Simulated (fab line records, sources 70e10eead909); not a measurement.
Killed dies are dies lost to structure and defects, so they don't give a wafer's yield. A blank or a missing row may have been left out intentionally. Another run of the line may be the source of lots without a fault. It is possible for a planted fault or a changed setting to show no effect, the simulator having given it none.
Which tool was responsible? -- flow nand harc -- 31 wafers from 11 lots sampled at 5 of the route's 1159 steps

== WHAT THE GAUGES SHOWED, per wafer ==
NHARC_END_SORT_01. Usual: killed at array 28, standard deviation 8.9; killed at other 0.8, standard deviation 1.2; killed at periphery 3.3, standard deviation 2.3; killed dies 32, standard deviation 9.4; killed open 3.2, standard deviation 1.8; killed short 1.9, standard deviation 1.4.
lot,measured,on,killed at array,killed at other,killed at periphery,killed dies,killed open,killed short,flag
L658,day 22 14:16,prober-02,674 673 675,1 3 1,2 1 1,677 677 677,6 3 2,2 2 3,OFF

== WHICH TOOL RAN EACH LOT (tool, then ch and the chambers of the sampled wafers, then the start) ==
lot,NHARC_A_CONTACT_DESCUM_47,NHARC_A_CONTACT_ETCH_49,NHARC_A_CONTACT_ETCH_120,NHARC_A_CONTACT_ETCH_90
L648,"rie diel-04 ch 1,3, day 16 08:32","rie diel-04 ch 1,2, day 16 10:44 or earlier","har cap etch-03 ch 0,1, day 16 10:44","rie diel-04 ch 0,2, day 16 11:35"
L654,"rie diel-04 ch 2,3, day 18 17:12","rie diel-04 ch 1,2,3, day 18 19:23 or earlier","har cap etch-03 ch 0,1, day 18 19:23","rie diel-10 ch 0,1, day 18 20:16"
L653,"rie diel-10 ch 1,2,3, day 19 01:35","rie diel-10 ch 1,2,3, day 19 03:46 or earlier","har cap etch-02 ch 0,1, day 19 03:46","rie diel-04 ch 1,2,3, day 19 04:38"
L656,"rie diel-04 ch 0,3, day 19 10:07","rie diel-04 ch 0,3, day 19 12:39 or earlier","har cap etch-03 ch 0,1, day 19 12:39","rie diel-04 ch 0,2, day 19 13:42"
L658,"rie diel-01 ch 1,2,3, day 19 12:46","rie diel-01 ch 1,3, day 19 15:20 or earlier","har cap etch-03 ch 0,1, day 19 15:20","rie diel-01 ch 1,2,3, day 19 16:15"
L657,"rie diel-04 ch 0,2, day 20 02:38","rie diel-04 ch 2,3, day 20 04:50 or earlier","har cap etch-01 ch 1, day 20 04:50","rie diel-04 ch 0, day 20 05:40"
L664,"rie diel-01 ch 0,1,3, day 20 14:21","rie diel-01 ch 1,2, day 20 17:11 or earlier","har cap etch-01 ch 0,1, day 20 17:11","rie diel-01 ch 0,1,3, day 20 18:04"
L663,"rie diel-10 ch 0,1,3, day 20 19:25","rie diel-10 ch 0,1,2, day 20 21:38 or earlier","har cap etch-01 ch 0,1, day 20 21:38","rie diel-01 ch 1,2,3, day 20 22:30"
L662,"rie diel-04 ch 0,1,2, day 20 23:07","rie diel-04 ch 0,1,3, day 21 01:18 or earlier","har cap etch-01 ch 0,1, day 21 01:18","rie diel-10 ch 0,1,2, day 21 02:11"
L665,"rie diel-04 ch 0,3, day 22 00:45","rie diel-04 ch 0,1,2, day 22 02:58 or earlier","har cap etch-01 ch 0,1, day 22 02:58","rie diel-04 ch 0,2, day 22 03:50"
L667,"rie diel-01 ch 0,1, day 22 06:31","rie diel-01 ch 0,3, day 22 08:43 or earlier","har cap etch-01 ch 0,1, day 22 08:43","rie diel-04 ch 0,3, day 22 09:35"
- NHARC_A_CONTACT_DESCUM_47: chemistry O2, time 3 s.
- NHARC_A_CONTACT_ETCH_49: etches the open film in N2/H2, target depth 260 nm, time 475.3 s.
- NHARC_A_CONTACT_ETCH_120: etches the open film in C4F8/O2/Ar, time 94 s, target depth 922 nm.
- NHARC_A_CONTACT_ETCH_90: etches the open film in CH3F/O2, target depth 40 nm, time 85.7 s.

== AS READ BY THE TOOLS THEMSELVES (means over the sampled wafers that have a number; for cases with no such wafer, the mark the record gives instead) ==
NHARC_A_CONTACT_DESCUM_47. Usual: value, then standard deviation, for each; chamber pressure mTorr 60.00 mTorr / 0.059; drypump motor current A 5.7 A / 0.45; o2 flow sccm 200.0 sccm / 0.64; oes product au 1.000 a.u. / 0.0072; rf vpp V 57.9 V / 0.9; showerhead plenum p Torr 1.93 Torr / 0.084; throttle valve pct 11.313 % / 0.009.
lot,tool,chamber pressure mTorr (mTorr),drypump motor current A (A),o2 flow sccm (sccm),oes product au (a.u.),rf vpp V (V),showerhead plenum p Torr (Torr),throttle valve pct (%),flag
L648,rie diel-04,60.03,5.5,199.6,1.000,58.1,1.94,11.311,
L654,rie diel-04,60.00,5.7,198.8,1.001,57.8,1.95,11.313,
L653,rie diel-10,60.03,5.6,200.5,1.006,58.8,2.01,11.315,
L656,rie diel-04,59.97,5.5,200.3,1.003,58.1,2.00,11.311,
L658,rie diel-01,60.03,5.5,199.6,1.006,57.8,1.94,11.315,
L657,rie diel-04,60.05,6.2,200.1,0.998,56.5,1.91,11.303,
L664,rie diel-01,60.03,5.5,200.1,1.005,58.1,1.95,11.320,
L663,rie diel-10,60.01,5.3,199.8,1.006,57.3,1.93,11.308,
L662,rie diel-04,60.06,6.0,200.5,1.000,57.2,1.90,11.314,
L665,rie diel-04,59.98,5.4,199.7,0.995,59.0,1.99,11.313,
L667,rie diel-01,59.94,5.7,200.4,1.007,57.9,1.86,11.313,

NHARC_A_CONTACT_ETCH_49. Usual: bias w 150.0 W, standard deviation 0.4; chamber pressure mTorr 29.998 mTorr, standard deviation 0.026; drypump motor current A 5.7 A, standard deviation 0.46; n2 flow sccm 150.0 sccm, standard deviation 0.46; oes product au 1.000 a.u., standard deviation 0.0062; rf vpp V 431.0 V, standard deviation 2.6; showerhead plenum p Torr 2.06 Torr, standard deviation 0.092; throttle valve pct 14.171 %, standard deviation 0.0087.
lot,tool,bias w (W),chamber pressure mTorr (mTorr),drypump motor current A (A),n2 flow sccm (sccm),oes product au (a.u.),rf vpp V (V),showerhead plenum p Torr (Torr),throttle valve pct (%),flag
L648,rie diel-04,149.8,29.999,5.9,149.5,0.994,429.1,2.01,14.174,
L654,rie diel-04,150.2,29.977,5.9,150.0,0.999,430.2,2.04,14.169,
L653,rie diel-10,150.3,29.986,5.6,149.9,1.001,432.9,2.14,14.166,
L656,rie diel-04,149.7,30.016,5.5,150.4,1.006,433.0,2.13,14.168,
L658,rie diel-01,149.9,30.020,5.3,149.8,0.999,434.2,2.17,14.180,
L657,rie diel-04,150.0,30.013,5.9,150.3,0.996,430.4,2.04,14.169,
L664,rie diel-01,150.1,30.016,5.6,149.6,1.011,429.6,1.97,14.178,
L663,rie diel-10,149.8,29.999,5.6,150.5,1.003,431.1,2.07,14.169,
L662,rie diel-04,150.1,29.998,5.5,149.7,0.998,431.4,2.10,14.170,
L665,rie diel-04,150.3,29.961,6.0,150.0,0.997,429.7,2.03,14.173,
L667,rie diel-01,149.9,30.010,5.2,150.6,1.000,432.5,2.10,14.164,

NHARC_A_CONTACT_ETCH_120. Usual: chamber pressure mTorr 19.999 mTorr, standard deviation 0.017; oes air line au 0.997 a.u., standard deviation 0.02.
lot,tool,chamber pressure mTorr (mTorr),oes air line au (a.u.),flag
L648,har cap etch-03,20.000,1.032,
L654,har cap etch-03,20.001,0.984,
L653,har cap etch-02,20.004,0.990,
L656,har cap etch-03,-,-,OFF
L658,har cap etch-03,-,-,OFF
L657,har cap etch-01,-,-,OFF
L664,har cap etch-01,19.999,1.005,
L663,har cap etch-01,20.012,0.982,
L662,har cap etch-01,20.004,1.013,
L665,har cap etch-01,20.004,0.985,
L667,har cap etch-01,19.978,0.990,

NHARC_A_CONTACT_ETCH_90. Usual: bias w 100.0 W, standard deviation 0.31; ch3f flow sccm 50.01 sccm, standard deviation 0.15; chamber pressure mTorr 25.000 mTorr, standard deviation 0.02; drypump motor current A 5.6 A, standard deviation 0.41; o2 flow sccm 30.00 sccm, standard deviation 0.093; oes product au 0.96 a.u., standard deviation 0.036; rf vpp V 244.8 V, standard deviation 1.7; showerhead plenum p Torr 2.49 Torr, standard deviation 0.11; throttle valve pct 20.664 %, standard deviation 0.0095.
lot,tool,bias w (W),ch3f flow sccm (sccm),chamber pressure mTorr (mTorr),drypump motor current A (A),o2 flow sccm (sccm),oes product au (a.u.),rf vpp V (V),showerhead plenum p Torr (Torr),throttle valve pct (%),flag
L648,rie diel-04,100.0,49.92,24.996,6.0,29.90,0.93,244.8,2.49,20.665,
L654,rie diel-10,100.1,49.92,25.010,5.4,30.10,1.01,245.1,2.52,20.668,
L653,rie diel-04,100.2,50.09,24.999,5.9,29.92,1.00,244.5,2.46,20.666,
L656,rie diel-04,99.8,50.15,24.971,6.1,30.09,0.92,243.4,2.44,20.665,
L658,rie diel-01,100.0,50.06,25.013,5.5,29.99,0.93,245.0,2.49,20.654,
L657,rie diel-04,100.1,49.89,25.022,5.7,29.93,0.94,246.1,2.55,20.655,
L664,rie diel-01,100.1,49.99,25.012,5.6,29.94,0.93,245.3,2.50,20.674,
L663,rie diel-01,100.1,49.99,24.979,5.5,30.02,0.93,244.8,2.49,20.655,
L662,rie diel-10,99.8,49.95,25.012,5.6,29.95,1.01,245.4,2.49,20.659,
L665,rie diel-04,100.0,50.06,25.002,6.0,29.93,0.93,244.8,2.48,20.662,
L667,rie diel-04,100.4,50.01,24.981,5.4,30.09,1.00,245.7,2.56,20.657,

== THE ANSWER, worked out from the rows above alone ==
Rule: take the mean of a lot's wafers that have a number; if it is more than 3 standard deviations from the usual mean, the lot is off. Also off: a lot with no number at a reading for which 4 or more lots have one. The other lots that the step has rows for count as sound. The gauges are gone through in route order, then the tools' own readings, and for those a lot's mean is taken as printed above. At the first step where some lot is off, the reading lying furthest off is the one used; lots without a number count as furthest.
Off at NHARC_END_SORT_01 (killed at array): L658. Neither off nor sound, because the step has no rows for them: L648, L654, L653, L656, L657, L664, L663, L662, L665, L667.
If a tool, at a process step before that reading, ran all the lots that are off and no sound lot after the first of them, it fits. Not tried: the gauges at NHARC_END_SORT_01; whatever is off there is also off at NHARC_A_CONTACT_ETCH_120, on other tools, and gauge error can't account for it. With no start given for some of its lots, NHARC_A_CONTACT_ETCH_49 uses the hours and lot order of NHARC_A_CONTACT_ETCH_120. Undecided on this evidence; 2 tools fit (rie diel-01 at NHARC_A_CONTACT_DESCUM_47 and NHARC_A_CONTACT_ETCH_49 and NHARC_A_CONTACT_ETCH_90, har cap etch-03 at NHARC_A_CONTACT_ETCH_120).

== WHAT THE SIMULATOR HAD PUT IN ==
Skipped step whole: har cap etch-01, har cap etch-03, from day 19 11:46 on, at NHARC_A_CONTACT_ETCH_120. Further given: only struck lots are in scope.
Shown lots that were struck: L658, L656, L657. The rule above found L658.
